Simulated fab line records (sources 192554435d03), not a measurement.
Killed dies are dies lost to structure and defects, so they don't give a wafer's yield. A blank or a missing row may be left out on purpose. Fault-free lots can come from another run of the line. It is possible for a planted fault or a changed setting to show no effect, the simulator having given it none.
2 desks looking at one fault || flow n5-finfet || numbers are kept per desk, each desk with only its own; the story behind them comes last

== AT THE TOOL OWNER'S DESK: epi-rpcvd-01 ==
The tool's own readings at N5_SD_EPI_N_PRECLEAN_48 (cleans in NF3:NH3, afs cycles 2, time 20 s, sublimation time 60 s): means of the sampled wafers that have a number, for each lot that ran on this tool. Marked OUT: a lot whose mean sits more than 4 standard deviations from the usual mean, which makes it out of limits; the brackets give that distance.
Columns: A = sublimation-temp-c at N5_SD_EPI_N_PRECLEAN_48, usual 180.00 C
{"lot": "L388", "first seen here": "day 3 06:17", "A": 179.98}
{"lot": "L389", "first seen here": "day 3 16:06", "A": 179.81}
{"lot": "L392", "first seen here": "day 4 07:40", "A": 180.20}
{"lot": "L393", "first seen here": "day 4 14:14", "A": 179.90}
{"lot": "L394", "first seen here": "day 4 21:22", "A": 180.02}
{"lot": "L397", "first seen here": "day 5 13:46", "A": 180.04}
{"lot": "L406", "first seen here": "day 7 22:23", "A": 180.01}
{"lot": "L409", "first seen here": "day 8 12:28", "A": 180.12}
{"lot": "L410", "first seen here": "day 9 00:24", "A": 179.92}
Finding of this desk: none of the 9 lots has anything out of limits.

== FROM THE METROLOGY DESK ==
What the gauges read for every lot (on any tool): the sampled wafers with a number, averaged. Marked OUT: a lot whose mean sits more than 4 standard deviations from the usual mean, which makes it out of limits; the brackets give that distance.
Columns: A = cd-nm at N5_DUMMY_GATE_CD_MEAS_24, usual 15.0 nm; B = thk-nm at N5_SD_EPI_N_EPI_MEAS_23, usual 59.0 nm; C = cd-nm at N5_SD_EPI_P_CD_MEAS_09, usual 239.9 nm
{"lot": "L387", "first seen here": "day 2 23:24", "A": 15.1, "B": 59.5, "C": 240.5}
{"lot": "L388", "first seen here": "day 3 03:46", "A": 14.9, "B": 57.8, "C": 239.2}
{"lot": "L389", "first seen here": "day 3 13:35", "A": 14.7, "B": 58.1, "C": 239.6}
{"lot": "L390", "first seen here": "day 3 17:32", "A": 14.9, "B": 58.1, "C": 240.4}
{"lot": "L391", "first seen here": "day 4 00:11", "A": 14.9, "B": 58.8, "C": 240.0}
{"lot": "L392", "first seen here": "day 4 05:05", "A": 15.1, "B": 58.9, "C": 240.3}
{"lot": "L393", "first seen here": "day 4 10:48", "A": 15.1, "B": 60.6, "C": 240.8}
{"lot": "L394", "first seen here": "day 4 17:40", "A": 15.1, "B": "53.3 (-5.2) OUT", "C": 239.6}
{"lot": "L397", "first seen here": "day 5 11:13", "A": 14.6, "B": "52.8 (-5.6) OUT", "C": 238.8}
{"lot": "L404", "first seen here": "day 7 03:36", "A": 15.1, "B": 59.4, "C": 240.8}
{"lot": "L406", "first seen here": "day 7 19:52", "A": 15.0, "B": 58.8, "C": 239.1}
{"lot": "L407", "first seen here": "day 7 23:20", "A": 14.4, "B": 58.7, "C": 238.8}
{"lot": "L409", "first seen here": "day 8 09:52", "A": 14.9, "B": 59.2, "C": 241.0}
{"lot": "L410", "first seen here": "day 8 21:43", "A": 15.4, "B": 59.6, "C": 239.2}
This desk's finding: out of limits on L394, L397; first on L394, day 5 00:13 (thk-nm at N5_SD_EPI_N_EPI_MEAS_23). L387, L388, L389, L390, L391, L392, L393, L404, L406, L407, L409, L410 stayed within limits.

== BROUGHT TOGETHER ==
The metrology desk could have raised an alarm at day 5 00:13, on L394, L397.
Nothing out of limits was seen by the tool owner's desk.
The tool owner's desk has L394, L397 on record, within its limits.
All the named lots went through N5_SD_EPI_N_PRECLEAN_48 on epi-rpcvd-01.

== WHAT THE SIMULATOR PUT IN ==
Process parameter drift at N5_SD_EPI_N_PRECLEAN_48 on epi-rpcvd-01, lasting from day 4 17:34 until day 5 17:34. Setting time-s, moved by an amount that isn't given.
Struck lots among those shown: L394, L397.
Time in hours between the start of the fault and the first out-of-limits reading at each desk: metrology desk, 7.
